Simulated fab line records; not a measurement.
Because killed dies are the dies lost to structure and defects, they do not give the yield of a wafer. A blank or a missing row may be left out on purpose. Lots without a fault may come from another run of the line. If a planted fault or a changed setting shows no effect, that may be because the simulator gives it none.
Split-lot trial :: flow n5Finfet :: 21 wafers read across 7 lots, on a route 1938 steps long

SPLIT DETAILS
At N5_SDB_STRIP_22 (strips in N2/H2), the setting powerW was moved away from the recipe's 1000 W on 7 of the 21 wafers read, by -13.3% to +11.1%. This setting was run at the recipe's value on the other wafers.

The split's own step is where the reading is taken.

THE READING
oesProductAu, in a.u., at N5_SDB_STRIP_22 (strips in N2/H2). A value of 0.716 a.u. with a standard deviation of 0.0045 a.u. is what fault-free wafers of this fab line usually give.

wafer: L075.2
tool, chamber at the split: plasmaAsher-01, 0
powerW as run, W: 1000
against the recipe: recipe
oesProductAu, a.u.: 0.714
against lot-mates on the recipe: -

wafer: L075.3
tool, chamber at the split: plasmaAsher-01, 1
powerW as run, W: 1111
against the recipe: +11.1%
oesProductAu, a.u.: 0.731
against lot-mates on the recipe: +0.021

wafer: L075.5
tool, chamber at the split: plasmaAsher-01, 1
powerW as run, W: 1000
against the recipe: recipe
oesProductAu, a.u.: 0.705
against lot-mates on the recipe: -

wafer: L077.1
tool, chamber at the split: plasmaAsher-01, 1
powerW as run, W: 1000
against the recipe: recipe
oesProductAu, a.u.: 0.721
against lot-mates on the recipe: -

wafer: L077.2
tool, chamber at the split: plasmaAsher-01, 0
powerW as run, W: 921.5
against the recipe: -7.9%
oesProductAu, a.u.: 0.701
against lot-mates on the recipe: -0.018

wafer: L077.3
tool, chamber at the split: plasmaAsher-01, 1
powerW as run, W: 1000
against the recipe: recipe
oesProductAu, a.u.: 0.717
against lot-mates on the recipe: -

wafer: L081.3
tool, chamber at the split: plasmaAsher-01, 0
powerW as run, W: 910.4
against the recipe: -9.0%
oesProductAu, a.u.: 0.702
against lot-mates on the recipe: -0.016

wafer: L081.5
tool, chamber at the split: plasmaAsher-01, 0
powerW as run, W: 1000
against the recipe: recipe
oesProductAu, a.u.: 0.726
against lot-mates on the recipe: -

wafer: L081.6
tool, chamber at the split: plasmaAsher-01, 1
powerW as run, W: 1000
against the recipe: recipe
oesProductAu, a.u.: 0.711
against lot-mates on the recipe: -

wafer: L085.1
tool, chamber at the split: plasmaAsher-01, 0
powerW as run, W: 1000
against the recipe: recipe
oesProductAu, a.u.: 0.716
against lot-mates on the recipe: -

wafer: L085.3
tool, chamber at the split: plasmaAsher-01, 0
powerW as run, W: 1000
against the recipe: recipe
oesProductAu, a.u.: 0.723
against lot-mates on the recipe: -

wafer: L085.4
tool, chamber at the split: plasmaAsher-01, 1
powerW as run, W: 1000
against the recipe: recipe
oesProductAu, a.u.: 0.715
against lot-mates on the recipe: -

wafer: L090.2
tool, chamber at the split: plasmaAsher-02, 0
powerW as run, W: 1000
against the recipe: recipe
oesProductAu, a.u.: 0.722
against lot-mates on the recipe: -

wafer: L090.4
tool, chamber at the split: plasmaAsher-02, 1
powerW as run, W: 1000
against the recipe: recipe
oesProductAu, a.u.: 0.732
against lot-mates on the recipe: -

wafer: L090.6
tool, chamber at the split: plasmaAsher-02, 1
powerW as run, W: 1000
against the recipe: recipe
oesProductAu, a.u.: 0.721
against lot-mates on the recipe: -

wafer: L092.1
tool, chamber at the split: plasmaAsher-01, 1
powerW as run, W: 1000
against the recipe: recipe
oesProductAu, a.u.: 0.719
against lot-mates on the recipe: -

wafer: L092.4
tool, chamber at the split: plasmaAsher-01, 1
powerW as run, W: 866.8
against the recipe: -13.3%
oesProductAu, a.u.: 0.688
against lot-mates on the recipe: -0.031

wafer: L092.6
tool, chamber at the split: plasmaAsher-01, 1
powerW as run, W: 866.8
against the recipe: -13.3%
oesProductAu, a.u.: 0.690
against lot-mates on the recipe: -0.029

wafer: L097.1
tool, chamber at the split: plasmaAsher-02, 1
powerW as run, W: 947.6
against the recipe: -5.2%
oesProductAu, a.u.: 0.703
against lot-mates on the recipe: -0.013

wafer: L097.2
tool, chamber at the split: plasmaAsher-02, 0
powerW as run, W: 1000
against the recipe: recipe
oesProductAu, a.u.: 0.716
against lot-mates on the recipe: -

wafer: L097.3
tool, chamber at the split: plasmaAsher-02, 1
powerW as run, W: 947.6
against the recipe: -5.2%
oesProductAu, a.u.: 0.702
against lot-mates on the recipe: -0.014

FIT RESULTS
A straight line over all 21 wafers: oesProductAu changes by +0.00195 a.u. for each +1% of powerW; r = +0.87; the points scatter about the line by 0.0061 a.u.
The same after taking each lot's own level away (the mean of its wafers on the recipe; 21 wafers): +0.00215 a.u. for each +1%; r = +0.95; scatter 0.004 a.u.
The reading moves by 0.029 a.u. for the largest change in powerW, on that fit.
Measured against the standard deviation above, the lots' own levels, which go from 0.7095 to 0.7250 a.u., span 3.4 times it.
The two slopes agree, so the slope changes little with the lot-to-lot level.
Check: with one of the wafers moved furthest among these (-13.3%) left out of the fit, the line predicts -0.0283 a.u. for it against its lot-mates. It came out at -0.031 a.u. against them.
Tool readings at the split's step, against how far the setting was moved: oesProductAu r = +0.87; stripTimeToEndpointS r = -0.99.

THESE WAFERS: OTHER SPLITS
Note: prior to the reading, these wafers also went through further splits. Each is held against what the fit with the lots' levels taken away leaves over:
other split on the same wafers: N5_DUMMY_GATE_EXPOSE_12 doseMj
wafers away from the commonest value: 9
r with oesProductAu (lot level and that fit taken away): +0.05

other split on the same wafers: N5_SD_EPI_N_ETCH_45 targetDepthA
wafers away from the commonest value: 8
r with oesProductAu (lot level and that fit taken away): -0.07

other split on the same wafers: N5_SD_EPI_N_EPI_21 timeS
wafers away from the commonest value: 3
r with oesProductAu (lot level and that fit taken away): +0.09

THE WHOLE CHAIN: every reading that the file lists as answering this split, in the file's order
step: N5_SDB_STRIP_22
what it does: strips in N2/H2
reading: oesProductAu
change (the file's fit): +0.00211 a.u. for each +1% of the setting
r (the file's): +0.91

step: N5_SDB_STRIP_22
what it does: strips in N2/H2
reading: stripTimeToEndpointS
change (the file's fit): withheld for each +1% of the setting
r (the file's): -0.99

FILE'S OWN FIT
oesProductAu changes by +0.00211 a.u. for each +1% of powerW, r = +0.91.
